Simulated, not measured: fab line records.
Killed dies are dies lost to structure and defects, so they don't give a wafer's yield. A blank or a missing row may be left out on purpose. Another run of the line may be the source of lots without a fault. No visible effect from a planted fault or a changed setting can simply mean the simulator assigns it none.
Chamber matching + flow n5Finfet + pecvd-04 running N5_BEOL_M3_DEP_57: 3 sister chambers
The step deposits SiCN from 3MS/NH3, target thk 8 nm, time 14 s. 6 wafers are shown with their chamber, then 8 later ones without.

WAFERS PAIRED WITH THEIR CHAMBERS
| wafer  | chamber | throttleValvePct (%) | rfFwdPowerW (W) |
|--------|---------|----------------------|-----------------|
| L079.5 | 0       | 8.7                  | 199.0           |
| L082.5 | 2       | 9.1                  | 198.5           |
| L083.2 | 0       | 8.6                  | 199.0           |
| L083.3 | 1       | 9.1                  | 200.5           |
| L083.5 | 1       | 9.1                  | 200.8           |
| L086.2 | 2       | 9.1                  | 199.1           |

WAFERS WITH NO CHAMBER GIVEN
| wafer  | throttleValvePct (%) | rfFwdPowerW (W) |
|--------|----------------------|-----------------|
| L086.3 | 8.3                  | 199.4           |
| L086.6 | 8.8                  | 199.0           |
| L094.1 | 8.6                  | 199.2           |
| L094.4 | 8.9                  | 199.4           |
| L094.5 | 8.4                  | 198.9           |
| L097.3 | 9.2                  | 199.3           |
| L097.4 | 9.0                  | 199.8           |
| L097.5 | 8.6                  | 198.5           |

WHICH CHAMBER EACH ONE RAN IN
| wafer  | from the rows above          | in truth                   |
|--------|------------------------------|----------------------------|
| L086.3 | 0                            | 0                          |
| L086.6 | 0                            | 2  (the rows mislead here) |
| L094.1 | 0                            | 0                          |
| L094.4 | can't be placed: 2 or 0 or 1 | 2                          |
| L094.5 | 0                            | 0                          |
| L097.3 | 2                            | 2                          |
| L097.4 | can't be placed: 1 or 2      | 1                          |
| L097.5 | 0                            | 0                          |
5 of 8 placed correctly. Cannot be placed on the basis of these rows: 2; the candidates contain the true chamber in 2. Number placed wrongly: 1.
How it was worked out, from the rows above alone: a wafer's distance from a chamber is the root of the sum, over the readings, of the square of ((its reading less the chamber's mean) divided by the reading's scatter). The wafer belongs to the nearest chamber; if the next one is less than 2 further off, it can't be placed. For every chamber, the mean is computed from those of its wafers that are shown. The scatter is the square root of a quotient: the sum, over the shown wafers, of each reading's squared deviation from its chamber's mean, divided by wafers minus chambers.
